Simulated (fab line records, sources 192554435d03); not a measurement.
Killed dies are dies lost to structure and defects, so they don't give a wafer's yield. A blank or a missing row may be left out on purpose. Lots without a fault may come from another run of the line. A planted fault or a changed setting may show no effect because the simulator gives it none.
A struck lot beside a sound one | flow n5_finfet | 16 steps out of a route of 1938
Sound: wafers L165.1, L165.2, L165.5. Struck: wafers L178.2, L178.3. (L178.5 of the same lot was not struck and is left out.) The cause comes at the end.
At each step with rows: each side's tool, then ch and its chambers, then its first start. Under that, the readings that differ: sound wafers | struck wafers | difference of the means | sigmas: that difference in standard deviations of wafers without a fault.
alike: readings whose means differ by less than 2 such deviations, and words and numbers that are the same on both sides. not compared: withheld readings, readings that some wafer has no value for, bounds like >300 that may hide the same value, and numbers for which the record gives no deviation and whose values overlap.
The two part at a step that has a row with sigmas, a row that says differs or no value, or rows on one side only. Numbers that don't overlap but have no deviation are shown without sigmas and don't part them. A reading that every wafer of one side lacks parts them only if that side has two wafers or more.

N5_FIN_SAQP_HM_DEP_72: deposits SiO2 from SiH4/N2O, target thk 12 nm, time 7.2 s.
  sound on pecvd-01 ch 1,2, day 2 21:04; struck on pecvd-01 ch 0,2, day 6 04:22
  alike: heater_power_w, showerhead_plenum_p_Torr
then, 8 steps without rows for these wafers: N5_FIN_SAQP_COAT_49 (time 60 s, resist thk 100 nm); N5_FIN_SAQP_COAT_50 (time 60 s, resist thk 35 nm); N5_FIN_SAQP_COAT_10 (resist thk 90 nm); N5_FIN_SAQP_EBR_12; N5_FIN_SAQP_SOFTBAKE_11 (time 60 s); N5_FIN_SAQP_EXPOSE_13 (exposes mask FIN CORE, target cd 35.6 nm); N5_FIN_SAQP_PEB_14 (peb time 60 s); N5_FIN_SAQP_DEVELOP_15 (develop time 30 s).
N5_FIN_SAQP_CD_MEAS_16: target cd 35.6 nm.
  sound on cd_sem-02 ch 0, day 2 21:23; struck on cd_sem-03 ch 0, day 6 04:49
  alike: cd_nm
N5_FIN_SAQP_OVL_MEAS_17:
  sound on overlay-01 ch 0, day 2 21:25; struck on overlay-01 ch 0, day 6 04:51
  alike: FIN_CORE_OVL
N5_FIN_SAQP_INSPECT_18: inspects for defects (brightfield).
  sound on defect_inspect-01, day 2 21:26; struck on defect_inspect-01, day 6 04:52
  alike: raw_defect_count
N5_FIN_SAQP_DESCUM_21: chemistry O2, time 7.9 s.
  sound on rie_diel-03 ch 1,3, day 2 21:29; struck on rie_diel-01 ch 0,3, day 6 04:54
  reading                                       | sound             | struck      | difference | sigmas
  model.CAR-ArF_of_FIN_SAQP_COAT_10.thk_nm (nm) | 83.25 83.19 82.95 | 83.51 83.69 | +0.47      |
  alike: drypump_motor_current_A, o2_flow_sccm, oes_product_au, rf_vpp_V, showerhead_plenum_p_Torr, throttle_valve_pct
  not compared: rf_hours_counter_h
N5_FIN_SAQP_ETCH_51: etches SiARC in CF4, target depth 45.5 nm, time 75.8 s.
  sound on rie_diel-03 ch 1,3, day 2 21:31; struck on rie_diel-01 ch 0,3, day 6 04:56
  reading                                       | sound             | struck     | difference | sigmas
  model.CAR-ArF_of_FIN_SAQP_COAT_10.thk_nm (nm) | 50.74 50.73 50.43 | 50.9 51.03 | +0.3       |
  alike: drypump_motor_current_A, etch_rf_on_time_s, oes_product_au, rf_vpp_V, showerhead_plenum_p_Torr, throttle_valve_pct
  not compared: rf_hours_counter_h
N5_FIN_SAQP_ETCH_52: etches SOC in N2/H2, target depth 100 nm, overetch 20 nm, time 150 s.
  sound on rie_diel-03 ch 1,3, day 2 21:34; struck on rie_diel-01 ch 0,3, day 6 05:00
  alike: drypump_motor_current_A, oes_product_au, rf_vpp_V, showerhead_plenum_p_Torr, throttle_valve_pct
  not compared: rf_hours_counter_h
-- the record jumps here: 7 days lie between the struck wafers' starts before and after (it left off in module FIN_SAQP and takes up again in module BEOL_M4, whose first step shown is number 1111 of the route) --
N5_BEOL_M4_RC_MEAS_101:
  sound on prober-01 ch 0, day 9 14:13; struck on prober-01 ch 0, day 12 23:23
  alike: DIBL_N, DIBL_P, IOFF_N, IOFF_P, ION_N, ION_P, SS_N, SS_P, VT_N, VT_P

WHERE THEY PART
Nowhere in this record.

WHY: what the simulator had put in
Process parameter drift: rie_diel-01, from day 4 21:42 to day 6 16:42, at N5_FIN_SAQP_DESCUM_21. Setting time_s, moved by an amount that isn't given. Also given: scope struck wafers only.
